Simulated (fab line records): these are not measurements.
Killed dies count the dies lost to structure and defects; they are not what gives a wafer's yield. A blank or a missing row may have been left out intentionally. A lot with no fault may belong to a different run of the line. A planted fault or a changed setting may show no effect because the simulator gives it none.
fab line records	flow n5Finfet
record: lots: 7	wafers: 19	lastDay: 17
route steps=1938 shown HKMG_FIN@401 BEOL_M4@1111 PASSIVATION@1936
lots that met no fault: from a run of the same line without faults
startH: hours from the record's first day to the start of the lot's first wafer shown	waitH: hours since the lot's step before	" identical to the entry in the row above	L1.1+2: several wafers, shown together as one row	- no value, or no start given	* or withheld: withheld	< > ~ a bound
route shown NAME@n: a module of which the file shows steps, and the number in the route of the first	usual: mean and standard deviation over wafers with no fault	same: alike in all rows	chamber/n: place in a boat	sites: the reading at each site	_std_site: their standard deviation	_edge_site: the outer-site mean with the inner-site mean subtracted	radiusMm: for every site, how far away it sits from the centre of the wafer	mask NAME#n: copy n	behind: the most recent tool/chamber to have shaped the wafer	hold: cause of the lot's hold/its duration in hours/its outcome	device: the transistor (n, p or np) that didn't switch	end of line: at the end of the route, the tests of the same wafers	step lacking rows: just its recipe	killed: dies that structure and defects cost at the first sort, which is not the same as the wafer's yield	map: the dies of a wafer, with x for killed, . for not killed, _ for no die there
set.NAME: the setting that was run; set.NAME@STEP: the one run at that earlier step	model.NAME: the simulator's own value behind a step, which no gauge read
lots at selected steps of the route; one table per step, one row per wafer
services: from which hour (startH, from the record's first day; less than 0 if before it) a tool's chamber was out of use, for how many hours, and why
== steps ==
step: N5_HKMG_FIN_DESCUM_53
recipe: chemistry: O2	timeS: 7.9	sourcePowerW: 50	biasPowerW: 20	pressureMtorr: 20	rfFrequencyHz: 2.712e+07	tempC: 40	resist: CAR-ArF	o2FlowSccm: 225
usual: drypumpMotorCurrentA: 5.8/0.35	oesProductAu: 0.78/0.088	rfVppV: 243.1/1.4	showerheadPlenumPTorr: 2.09/0.077	throttleValvePct: 20.33/0.2
lot.wafer	tool	chamber	startH	waitH	drypumpMotorCurrentA	oesProductAu	rfHoursCounterH	rfVppV	showerheadPlenumPTorr	throttleValvePct
L347.1	rieDiel-02	1	111.51	0.0	5.6	0.70	210	242.1	1.99	20.44
L347.3	"	0	"	"	5.9	0.94	26	243.2	2.13	20.22
L347.5	"	1	"	"	5.6	0.70	-	241.7	1.99	20.45
L349.2	rieDiel-02	0	122.15	0.0	5.9	0.93	30	243.1	2.13	20.20
L349.3	"	1	"	"	5.6	0.69	214	242.4	1.99	20.47
L349.6	"	2	"	"	5.9	0.75	-	242.2	2.00	20.37
L355.3	rieDiel-04	0	160.14	0.0	5.5	0.93	18	245.1	2.23	20.12
L355.5	"	2	"	"	6.3	0.71	-	242.4	2.08	20.66
L355.6	"	1	"	"	5.7	0.76	-	246.1	2.19	20.36
L356.3	rieDiel-02	1	161.79	0.0	5.6	0.68	231	240.9	1.98	20.50
L356.5	"	3	"	"	6.3	0.72	-	243.5	2.16	20.07
L356.6	"	0	"	"	5.9	0.90	-	243.3	2.12	20.24
L357.2	rieDiel-04	3	174.14	0.3	5.5	0.83	57	241.9	2.02	20.11
L357.5	"	2	"	"	6.3	0.71	-	242.1	2.08	20.66
L359.3	rieDiel-04	1	185.33	0.0	5.7	0.74	178	244.1	2.18	20.36
L359.5	"	3	"	"	5.6	0.81	-	243.0	2.02	20.11
L364.2	rieDiel-04	2	210.68	0.0	6.3	0.70	252	240.4	2.07	20.69
L364.4	"	3	"	"	5.5	0.81	-	241.9	2.02	20.11
L364.6	"	0	"	"	5.5	0.88	-	245.3	2.22	20.12
step: N5_HKMG_FIN_ETCH_54
recipe: chemistry: CF4	target: SiARC	targetDepthA: 455	maskMaterial: CAR-ArF	timeS: 75.8	ionEnergyEv: 80	pressureMtorr: 40	sourceW: 545	biasW: 36	Ar_flow_sccm: 100	cf4FlowSccm: 100	ends: cleared
usual: drypumpMotorCurrentA: 5.8/0.35	etchRfOnTimeS: 75.5/1.5	oesProductAu: 0.67/0.073	rfVppV: 184.1/1.2	showerheadPlenumPTorr: 2.14/0.076	throttleValvePct: 15.55/0.18
lot.wafer	tool	chamber	startH	waitH	drypumpMotorCurrentA	etchRfOnTimeS	oesProductAu	rfHoursCounterH	rfVppV	showerheadPlenumPTorr	throttleValvePct
L347.1	rieDiel-02	1	111.54	0.0	5.6	73.2	0.61	210	184.1	2.03	15.68
L347.3	"	0	"	"	5.9	72.7	0.80	26	183.9	2.18	15.36
L347.5	"	1	"	"	5.6	72.9	0.62	-	183.1	2.03	15.69
L349.2	rieDiel-02	0	122.19	0.0	5.9	72.7	0.78	30	184.8	2.18	15.36
L349.3	"	1	"	"	5.6	72.9	0.61	214	182.4	2.03	15.69
L349.6	"	2	"	"	5.9	74.0	0.66	-	182.5	2.06	15.61
L355.3	rieDiel-04	0	160.17	0.0	5.5	75.3	0.79	18	185.0	2.29	15.29
L355.5	"	2	"	"	6.3	76.2	0.61	-	183.3	2.12	15.79
L355.6	"	1	"	"	5.7	76.1	0.64	-	183.7	2.23	15.55
L356.3	rieDiel-02	1	161.82	0.0	5.6	74.2	0.59	231	182.8	2.03	15.73
L356.5	"	3	"	"	6.3	78.1	0.60	-	184.9	2.21	15.41
L356.6	"	0	"	"	5.9	73.6	0.77	-	183.9	2.18	15.40
L357.2	rieDiel-04	3	174.17	0.0	5.6	74.9	0.72	57	182.3	2.08	15.38
L357.5	"	2	"	"	6.3	75.9	0.60	-	184.6	2.11	15.79
L359.3	rieDiel-04	1	185.36	0.0	5.7	76.0	0.64	178	184.4	2.22	15.57
L359.5	"	3	"	"	5.5	74.8	0.71	-	183.0	2.08	15.41
L364.2	rieDiel-04	2	210.72	0.0	6.3	75.5	0.59	252	184.2	2.11	15.83
L364.4	"	3	"	"	5.6	74.2	0.70	-	183.8	2.08	15.42
L364.6	"	0	"	"	5.5	74.5	0.76	-	185.5	2.28	15.32
step: N5_HKMG_FIN_ETCH_55
recipe: chemistry: N2/H2	target: SOC	targetDepthA: 2400	tempC: 40	timeS: 300	ionEnergyEv: 200	maskMaterial: SiARC	pressureMtorr: 30	sourceW: 840	biasW: 150	n2FlowSccm: 200	h2FlowSccm: 200
usual: drypumpMotorCurrentA: 5.8/0.36	oesProductAu: 0.78/0.088	rfVppV: 523.7/2.7	showerheadPlenumPTorr: 2.54/0.088	throttleValvePct: 17.78/0.19
lot.wafer	tool	chamber	startH	waitH	drypumpMotorCurrentA	oesProductAu	rfHoursCounterH	rfVppV	showerheadPlenumPTorr	throttleValvePct
L347.1	rieDiel-02	1	111.60	0.0	5.6	0.70	210	519.1	2.41	17.77
L347.3	"	0	"	"	5.9	0.93	26	527.0	2.58	17.62
L347.5	"	1	"	"	5.6	0.71	-	520.3	2.41	17.77
L349.2	rieDiel-02	0	122.24	0.0	5.9	0.94	30	522.7	2.58	17.62
L349.3	"	1	"	"	5.6	0.71	214	521.2	2.41	17.79
L349.6	"	2	"	"	5.9	0.76	-	519.6	2.46	18.00
L355.3	rieDiel-04	0	160.23	0.0	5.5	0.93	18	528.7	2.69	17.35
L355.5	"	2	"	"	6.3	0.72	-	522.8	2.51	17.99
L355.6	"	1	"	"	5.7	0.75	-	527.9	2.64	17.82
L356.3	rieDiel-02	1	161.88	0.0	5.6	0.69	231	519.4	2.40	17.81
L356.5	"	3	"	"	6.3	0.70	-	526.3	2.64	17.66
L356.6	"	0	"	"	5.9	0.91	-	524.3	2.57	17.65
L357.2	rieDiel-04	3	174.23	0.0	5.5	0.83	57	523.0	2.47	17.65
L357.5	"	2	"	"	6.3	0.71	-	522.7	2.51	17.98
L359.3	rieDiel-04	1	185.42	0.0	5.7	0.75	178	527.6	2.64	17.84
L359.5	"	3	"	"	5.5	0.84	-	522.4	2.47	17.67
L364.2	rieDiel-04	2	210.77	0.0	6.3	0.70	252	522.3	2.50	18.02
L364.4	"	3	"	"	5.5	0.82	-	522.2	2.47	17.68
L364.6	"	0	"	"	5.5	0.89	-	530.7	2.68	17.39
step: N5_HKMG_FIN_STRIP_56
recipe: chemistry: N2/H2	tempC: 40	n2FlowSccm: 200	h2FlowSccm: 200	rfFrequencyHz: 6e+07
step: N5_HKMG_FIN_STRIP_57
recipe: chemistry: CF4	resist: SiARC	powerW: 300	biasPowerW: 75	pressureMtorr: 50	cf4FlowSccm: 150	rfFrequencyHz: 6e+07
step: N5_HKMG_FIN_ETCH_58
recipe: chemistry: N2/H2	target: SOC	targetDepthA: 2158	ionEnergyEv: 50	biasW: 13	timeS: 741	pressureMtorr: 30	sourceW: 875	n2FlowSccm: 200	h2FlowSccm: 200
step: N5_HKMG_FIN_STRIP_93
recipe: chemistry: N2/H2	material: SOC	timeS: 20	powerW: 500	tempC: 40	pressureMtorr: 50	rfFrequencyHz: 6e+07	biasPowerW: 8	h2Frac: 0.5	n2FlowSccm: 300	h2FlowSccm: 300
step: N5_HKMG_FIN_WET_ETCH_76
recipe: chemistry: dNH4OH	mix: 1:50	tempC: 25	target: Al2O3	stopOn: La2O3	targetDepthNm: 2.25	dry: ipaMarangoni	rinseTimeS: 30	rinseTempC: 23
step: N5_HKMG_FIN_STRIP_60
recipe: chemistry: N2/H2	powerW: 2500	tempC: 300	h2Frac: 0.65	timeS: 360	pressureMtorr: withheld	n2FlowSccm: 1750	h2FlowSccm: 3250
usual: drypumpMotorCurrentA: 5.72/0.25	heaterPowerW: 503/77
lot.wafer	tool	chamber	startH	waitH	drypumpMotorCurrentA	heaterPowerW	rfHoursCounterH
L347.1	plasmaAsher-02	0	112.39	0.0	6.03	609	96
L347.3	"	1	"	"	5.46	467	-
L347.5	"	1	"	"	5.48	455	-
L349.2	plasmaAsher-01	1	123.03	0.0	5.77	412	45
L349.3	"	1	"	"	5.74	415	-
L349.6	"	1	"	"	5.75	408	-
L355.3	plasmaAsher-02	0	161.17	0.1	6.03	611	-
L355.5	"	1	"	"	5.48	458	-
L355.6	"	0	"	"	6.02	591	-
L356.3	plasmaAsher-02	1	162.82	0.1	5.50	449	-
L356.5	"	1	"	"	5.47	457	-
L356.6	"	0	"	"	6.05	595	-
L357.2	plasmaAsher-02	0	175.06	0.0	6.02	630	107
L357.5	"	0	"	"	6.05	587	-
L359.3	plasmaAsher-02	0	186.33	0.1	6.01	591	-
L359.5	"	1	"	"	5.46	462	-
L364.2	plasmaAsher-01	1	211.60	0.0	5.77	417	62
L364.4	"	1	"	"	5.75	417	-
L364.6	"	1	"	"	5.74	421	-
step: N5_HKMG_FIN_WET_ETCH_77
recipe: chemistry: dHCl	mix: 1:10000	tempC: 25	target: La2O3	stopOn: HfO2	targetDepthNm: 2
step: N5_HKMG_FIN_WET_ETCH_78
recipe: chemistry: dNH4OH	mix: 1:50	tempC: 25	target: Al2O3	stopOn: La2O3	targetDepthNm: 4.5	dry: ipaMarangoni	rinseTimeS: 30	rinseTempC: 23
step: N5_HKMG_FIN_ALD_79
recipe: material: TiN	targetThkA: 15	tempC: 400	aldPrecursorFamily: TiCl4	aldCoReactant: NH3	pulseTimeS: 1	purgeTimeS: 3	coReactantPurgeTimeS: 2	coReactantPulseTimeS: 2	aldCycles: 68	pressureTorr: 3
usual: heaterPowerW: 917/110	precursorPulseHeightRel: 0.999/0.021
lot.wafer	tool	chamber	startH	waitH	heaterPowerW	precursorPulseHeightRel	sinceWetCleanH
L347.1	aldMetal-01	0	112.95	0.0	944	0.975	2853
L347.3	"	1	"	"	738	0.997	2853
L347.5	"	2	"	"	841	0.982	-
L349.2	aldMetal-03	2	123.52	0.0	807	1.011	5940
L349.3	"	0	"	"	1108	1.019	5940
L349.6	"	1	"	"	903	1.023	-
L355.3	aldMetal-04	2	161.54	0.0	1046	0.982	1363
L355.5	"	3	"	"	919	1.016	-
L355.6	"	0	"	"	798	1.028	-
L356.3	aldMetal-04	3	163.19	0.0	924	1.022	1365
L356.5	"	1	"	"	968	0.959	-
L356.6	"	2	"	"	1035	1.005	-
L357.2	aldMetal-04	3	175.54	0.0	925	0.978	1377
L357.5	"	2	"	"	1060	1.023	-
L359.3	aldMetal-03	0	186.76	0.0	1097	1.015	6004
L359.5	"	3	"	"	958	1.002	-
L364.2	aldMetal-03	3	212.17	0.0	971	1.000	6029
L364.4	"	1	"	"	911	1.037	6029
L364.6	"	2	"	"	813	1.023	-
step: N5_HKMG_FIN_CVD_62
recipe: material: a-Si	targetThkA: 30	tempC: 500	precursor: Si2H6	pressureTorr: 1	timeS: 20.8
usual: heaterPowerW: 1427/50
lot.wafer	tool	chamber	startH	waitH	heaterPowerW	sinceWetCleanH	model.a-Si_of_HKMG_FIN_CVD_62.thkNm
L347.1	thermalCvdSi-02	0	113.31	0.2	1416	168	3.2
L347.3	"	2	"	"	1460	168	3
L347.5	"	0	"	"	1405	-	3
L349.2	thermalCvdSi-02	0	123.88	0.2	1419	178	3
L349.3	"	2	"	"	1450	178	2.8
L349.6	"	1	"	"	1352	-	3
L355.3	thermalCvdSi-02	1	161.90	0.2	1381	216	2
L355.5	"	1	"	"	1396	-	3.2
L355.6	"	0	"	"	1442	-	3
L356.3	thermalCvdSi-01	2	163.55	0.2	1526	947	3
L356.5	"	1	"	"	1404	-	3.2
L356.6	"	0	"	"	1373	-	3
L357.2	thermalCvdSi-02	0	175.91	0.2	1437	230	1.8
L357.5	"	1	"	"	1382	-	3
L359.3	thermalCvdSi-02	2	187.12	0.2	1474	242	1.8
L359.5	"	1	"	"	1402	-	3.2
L364.2	thermalCvdSi-01	0	212.53	0.2	1402	996	3.2
L364.4	"	0	"	"	1393	-	3
L364.6	"	2	"	"	1533	-	3
step: N5_HKMG_FIN_RTA_80
recipe: tempC: withheld	timeS: 2	ambient: N2	idleTempC: 600	rampUpCPerS: 150	rampDownCPerS: 60	coolToC: 600
step: N5_BEOL_M4_RC_MEAS_101
usual: DIBL_N: 36.0/1.7	DIBL_P: 35.8/2	IOFF_N: 0.15/0.03	IOFF_P: 0.20/0.037	ION_N: 670/12	ION_P: 460/7.2	SS_N: 71.5/0.68	SS_P: 73.2/0.65	VT_N: 250/3.1	VT_P: -251/3.4
lot.wafer	tool	chamber	startH	waitH	DIBL_N[mV/V]	DIBL_P[mV/V]	IOFF_N[nA/um]	IOFF_P[nA/um]	ION_N[uA/um]	ION_P[uA/um]	SS_N[mV/dec]	SS_P[mV/dec]	VT_N[mV]	VT_P[mV]
L347.1	prober-01	0	200.59	0.0	39.2	40.2	0.21	0.26	693	468	72.6	73.9	246	-247
L347.3	"	0	"	"	37.4	37.1	0.16	0.20	647	448	71.6	73.2	251	-252
L347.5	"	0	"	"	38.4	38.5	0.18	0.24	663	452	72.5	73.3	247	-246
L349.2	prober-01	0	219.90	0.2	40.2	40.8	0.23	0.28	688	470	73.2	74.2	246	-245
L349.3	"	0	"	"	35.4	33.6	0.12	0.17	667	458	71.3	73.4	255	-254
L349.6	"	0	"	"	37.1	38.4	0.17	0.24	680	463	72.0	73.3	253	-248
L355.3	prober-02	0	262.19	0.3	37.0	37.5	0.16	0.19	677	458	71.9	72.6	248	-252
L355.5	"	0	"	"	36.6	38.0	0.16	0.21	671	464	72.1	73.4	251	-251
L355.6	"	0	"	"	36.4	36.4	0.15	0.19	678	463	72.2	73.1	248	-251
L357.2	prober-01	0	266.06	0.2	36.0	35.2	0.15	0.19	676	457	70.9	73.6	250	-252
L357.5	"	0	"	"	34.4	33.4	0.13	0.16	659	453	70.7	72.2	253	-255
L359.3	prober-01	0	274.70	0.3	34.4	34.5	0.12	0.16	669	456	71.8	73.0	255	-257
L359.5	"	0	"	"	34.4	34.9	0.14	0.15	658	448	70.8	72.8	253	-256
L356.3	prober-01	0	281.96	0.3	34.1	33.9	0.12	0.18	660	455	71.3	72.6	256	-253
L356.5	"	0	"	"	36.1	34.5	0.15	0.19	652	450	72.0	73.0	251	-251
L356.6	"	0	"	"	34.4	34.4	0.14	0.19	680	468	70.8	73.3	250	-251
L364.2	prober-02	0	317.27	0.2	36.1	36.7	0.16	0.20	684	453	71.5	73.2	248	-252
L364.4	"	0	"	"	36.6	37.8	0.17	0.21	673	458	72.2	73.5	249	-253
L364.6	"	0	"	"	36.3	37.6	0.16	0.21	674	459	70.7	73.5	248	-250
step: N5_PASSIVATION_PROBE_49
usual: defectLimitedYield: 91.4/1.5	killed_at_M0_to_M3: 32/9.8	killed_at_M4_up: 15/5.6	killedAtContacts: 12/5.4	killedAtFrontEnd: 40/13	killedAtOther: 3.0/2.1	killedDies: 102/17	killedOpen: 67/13	killedShort: 32/7.1	sort_bin_5_function: 5.1/0.96	sort_bin_6_memory: 3.2/0.7	sortNPass: 1078/18	sortYieldPct: 91.3/1.5
same: grossDies: 1180	killedAtBackSide: 0	sort_bin_4_leakage[%]: 0	sort_bin_8_speed[%]: 0
lot.wafer	tool	chamber	startH	waitH	defectLimitedYield[%]	killed_at_M0_to_M3	killed_at_M4_up	killedAtContacts	killedAtFrontEnd	killedAtOther	killedDies	killedOpen	killedShort	sort_bin_5_function[%]	sort_bin_6_memory[%]	sortNPass	sortYieldPct[%]
L347.1	prober-02	-	310.33	0.0	89.3	63	12	11	40	0	126	86	40	5.8	4.5	1054	89.3
L347.3	prober-02	-	310.43	0.1	90.4	38	10	21	41	3	113	70	43	5.8	3.5	1067	90.4
L347.5	prober-02	-	310.53	0.2	89.9	34	22	17	44	2	119	82	37	6.4	3.2	1061	89.9
L349.2	prober-02	-	322.30	0.1	93.5	23	11	4	36	3	77	48	27	4.3	1.9	1103	93.5
L349.3	prober-02	-	322.35	0.1	93.6	16	19	8	28	5	76	53	22	3.3	2.9	1104	93.6
L349.6	prober-02	-	322.50	0.3	94.8	18	15	5	23	0	61	41	19	2.8	2.1	1119	94.8
L357.2	prober-02	-	369.85	0.1	89.2	39	16	7	61	4	127	85	38	6.0	4.3	1053	89.2
L357.5	prober-02	-	370.00	0.2	90.9	37	9	20	37	4	107	69	32	5.0	3.3	1073	90.9
L359.3	prober-01	-	370.35	0.1	91.3	40	6	20	33	4	103	70	28	5.1	3.5	1077	91.3
L359.5	prober-01	-	370.45	0.2	90.6	28	12	10	54	7	111	72	23	5.0	3.5	1069	90.6
L355.3	prober-01	-	375.81	0.1	91.4	37	18	7	37	2	101	63	33	4.2	4.1	1079	91.4
L355.5	prober-01	-	375.91	0.2	90.1	37	19	3	57	1	117	72	42	6.4	3.0	1063	90.1
L355.6	prober-01	-	375.96	0.3	91.4	29	22	12	37	1	101	72	28	4.6	3.4	1079	91.4
L356.3	prober-02	-	384.48	0.1	88.9	48	14	16	47	6	131	91	38	6.4	4.4	1049	88.9
L356.5	prober-02	-	384.58	0.2	90.9	30	19	10	45	3	107	76	22	5.6	2.7	1073	90.9
L356.6	prober-02	-	384.63	0.3	90.0	40	26	16	35	1	118	84	33	6.3	3.7	1062	90.0
L364.2	prober-02	-	418.82	0.1	91.0	24	8	7	61	6	106	65	35	5.1	3.5	1074	91.0
L364.4	prober-02	-	418.92	0.2	89.5	37	20	8	55	4	124	91	31	5.5	4.5	1056	89.5
L364.6	prober-02	-	419.02	0.3	89.9	50	16	11	40	2	119	86	30	5.6	4.3	1061	89.9
killed by level:class
L347.1 STI_FIN_REVEAL:geometricParticle:open=23 BEOL_M3:geometricParticle:open=17 BEOL_M0_SAQP:geometricParticle:open=12 BEOL_M0_SAQP:geometricParticle:short=12 MOL_CONTACT_COAG:geometricParticle:open=8 FIN_SAQP:geometricParticle:short=7 BEOL_M4:geometricParticle:open=6 BEOL_M1:geometricParticle:open=6
L347.3 MOL_CONTACT_COAG:geometricParticle:open=14 STI_FIN_REVEAL:geometricParticle:open=12 FIN_SAQP:geometricParticle:short=8 BEOL_M1:geometricParticle:open=8 BEOL_M3:geometricParticle:open=7 MOL_CONTACT_COAG:geometricParticle:short=7 BEOL_M0_SAQP:geometricParticle:short=6 STARTING-WAFER:geometricParticle:short=5
L347.5 MOL_CONTACT_COAG:geometricParticle:open=14 FIN_SAQP:geometricParticle:open=12 BEOL_M1:geometricParticle:open=12 BEOL_M4:geometricParticle:short=12 STI_FIN_REVEAL:geometricParticle:open=10 FIN_SAQP:geometricParticle:short=9 BEOL_M3:geometricParticle:open=9 BEOL_M4:geometricParticle:open=5
L349.2 GATE_CUT:geometricParticle:short=9 BEOL_M1:geometricParticle:open=8 FIN_SAQP:geometricParticle:short=7 GATE_CUT:geometricParticle:open=5 BEOL_M2:geometricParticle:open=4 BEOL_M5:geometricParticle:open=4 STI_FIN_REVEAL:geometricParticle:open=3 DUMMY_GATE:geometricParticle:open=3
L349.3 BEOL_M4:geometricParticle:open=9 STI_FIN_REVEAL:geometricParticle:open=6 MOL_CONTACT_COAG:geometricParticle:open=6 STARTING-WAFER:geometricParticle:open=5 DUMMY_GATE:geometricParticle:open=4 BEOL_M0_SAQP:geometricParticle:open=4 BEOL_M0_SAQP:geometricParticle:short=4 FIN_SAQP:geometricParticle:open=3
L349.6 GATE_CUT:geometricParticle:short=7 BEOL_M4:geometricParticle:open=5 BEOL_M2:geometricParticle:open=5 STI_FIN_REVEAL:geometricParticle:open=4 MOL_CONTACT_COAG:geometricParticle:open=4 BEOL_M1:geometricParticle:open=4 BEOL_M6:geometricParticle:open=4 DUMMY_GATE:geometricParticle:open=3
L357.2 STI_FIN_REVEAL:geometricParticle:open=23 BEOL_M0_SAQP:geometricParticle:open=10 FIN_SAQP:geometricParticle:open=9 BEOL_M2:geometricParticle:open=9 STI_FIN_REVEAL:geometricParticle:short=7 BEOL_M0_SAQP:geometricParticle:short=7 FIN_SAQP:geometricParticle:short=6 MOL_CONTACT_COAG:geometricParticle:open=6
L357.5 MOL_CONTACT_COAG:geometricParticle:open=17 STI_FIN_REVEAL:geometricParticle:open=13 BEOL_M0_SAQP:geometricParticle:short=9 BEOL_M1:geometricParticle:open=8 BEOL_M2:geometricParticle:open=7 FIN_SAQP:geometricParticle:open=5 HKMG_FIN:areaEtch=5 GATE_CUT:geometricParticle:short=4
L359.3 MOL_CONTACT_COAG:geometricParticle:open=20 BEOL_M2:geometricParticle:open=17 BEOL_M3:geometricParticle:open=6 FIN_SAQP:geometricParticle:short=5 STI_FIN_REVEAL:geometricParticle:open=5 FIN_SAQP:geometricParticle:open=4 STARTING-WAFER:geometricParticle:short=4 BEOL_M1:geometricParticle:open=4
L359.5 BEOL_M2:geometricParticle:open=11 STI_FIN_REVEAL:geometricParticle:open=10 MOL_CONTACT_COAG:geometricParticle:open=7 FIN_SAQP:geometricParticle:open=6 HKMG_FIN:areaEtch=6 DUMMY_GATE:geometricParticle:open=5 GATE_CUT:geometricParticle:short=5 GATE_CUT:geometricParticle:open=5
L355.3 FIN_SAQP:geometricParticle:open=11 BEOL_M0_SAQP:geometricParticle:open=11 BEOL_M3:geometricParticle:open=8 FIN_SAQP:geometricParticle:short=7 BEOL_M0_SAQP:geometricParticle:short=6 BEOL_M1:geometricParticle:open=6 GATE_CUT:geometricParticle:short=5 MOL_CONTACT_COAG:geometricParticle:open=5
L355.5 FIN_SAQP:geometricParticle:open=12 GATE_CUT:geometricParticle:short=10 BEOL_M3:geometricParticle:open=9 STI_FIN_REVEAL:geometricParticle:open=7 FIN_SAQP:geometricParticle:short=6 BEOL_M5:geometricParticle:open=6 BEOL_M0_SAQP:geometricParticle:open=6 STARTING-WAFER:geometricParticle:short=5
L355.6 BEOL_M4:geometricParticle:open=14 MOL_CONTACT_COAG:geometricParticle:open=11 STI_FIN_REVEAL:geometricParticle:open=9 BEOL_M0_SAQP:geometricParticle:open=8 FIN_SAQP:geometricParticle:open=7 FIN_SAQP:geometricParticle:short=7 BEOL_M0_SAQP:geometricParticle:short=7 BEOL_M3:geometricParticle:open=5
L356.3 BEOL_M3:geometricParticle:open=15 MOL_CONTACT_COAG:geometricParticle:open=12 STI_FIN_REVEAL:geometricParticle:open=10 BEOL_M2:geometricParticle:open=9 BEOL_M4:geometricParticle:open=9 DUMMY_GATE:geometricParticle:open=8 FIN_SAQP:geometricParticle:short=6 BEOL_M0_SAQP:geometricParticle:short=6
L356.5 BEOL_M4:geometricParticle:open=14 STI_FIN_REVEAL:geometricParticle:open=13 BEOL_M3:geometricParticle:open=11 MOL_CONTACT_COAG:geometricParticle:open=10 DUMMY_GATE:geometricParticle:open=9 BEOL_M0_SAQP:geometricParticle:short=7 HKMG_FIN:areaEtch=6 GATE_CUT:geometricParticle:short=4
L356.6 BEOL_M4:geometricParticle:open=19 MOL_CONTACT_COAG:geometricParticle:open=12 BEOL_M0_SAQP:geometricParticle:open=9 STI_FIN_REVEAL:geometricParticle:open=9 BEOL_M3:geometricParticle:open=8 BEOL_M0_SAQP:geometricParticle:short=7 BEOL_M1:geometricParticle:open=5 FIN_SAQP:geometricParticle:short=4
L364.2 STI_FIN_REVEAL:geometricParticle:open=19 GATE_CUT:geometricParticle:short=10 FIN_SAQP:geometricParticle:short=7 GATE_CUT:geometricParticle:open=7 BEOL_M0_SAQP:geometricParticle:open=6 BEOL_M1:geometricParticle:open=6 MOL_CONTACT_COAG:geometricParticle:open=5 STI_FIN_REVEAL:geometricParticle:short=4
L364.4 STI_FIN_REVEAL:geometricParticle:open=25 BEOL_M3:geometricParticle:open=12 FIN_SAQP:geometricParticle:open=8 MOL_CONTACT_COAG:geometricParticle:open=6 BEOL_M2:geometricParticle:open=6 BEOL_M4:geometricParticle:open=6 FIN_SAQP:geometricParticle:short=5 STI_FIN_REVEAL:geometricParticle:short=5
L364.6 STI_FIN_REVEAL:geometricParticle:open=18 BEOL_M0_SAQP:geometricParticle:short=14 BEOL_M4:geometricParticle:open=12 MOL_CONTACT_COAG:geometricParticle:open=11 BEOL_M0_SAQP:geometricParticle:open=10 BEOL_M2:geometricParticle:open=9 FIN_SAQP:geometricParticle:open=6 BEOL_M1:geometricParticle:open=6
== services ==
tool	chamber	startH	hours	kind
rieDiel-02	0	91.45	11.1	repair
plasmaAsher-02	-	94.49	0.5	repair
rieDiel-02	3	99.64	9.0	repair
plasmaAsher-02	-	115.07	5.4	repair
rieDiel-02	3	117.67	8.6	repair
rieDiel-04	-	122.84	15.6	pm
aldMetal-04	2	134.49	3.6	repair
plasmaAsher-01	-	156.58	0.9	repair
aldMetal-03	0	168.07	4.2	repair
plasmaAsher-01	-	177.33	0.8	repair
aldMetal-03	0	206.81	2.8	repair
== key ==
firstSign none at tools or gauges
modelEffect: step: N5_HKMG_FIN_CVD_62	value: a-Si_of_HKMG_FIN_CVD_62.thkNm	without: 3	struck: 1.867
metAt N5_HKMG_FIN_CVD_62
struckWafers L355.3,L357.2,L359.3
onsetBetween 123.88 161.90
fault: kind: processParameterDrift	tool: thermalCvdSi-02	chamber: -	onsetH: 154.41	steps: N5_HKMG_FIN_CVD_62	channel: timeS	offset: *	shape: step	endH: 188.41	scope: struckWafersOnly	stated: *
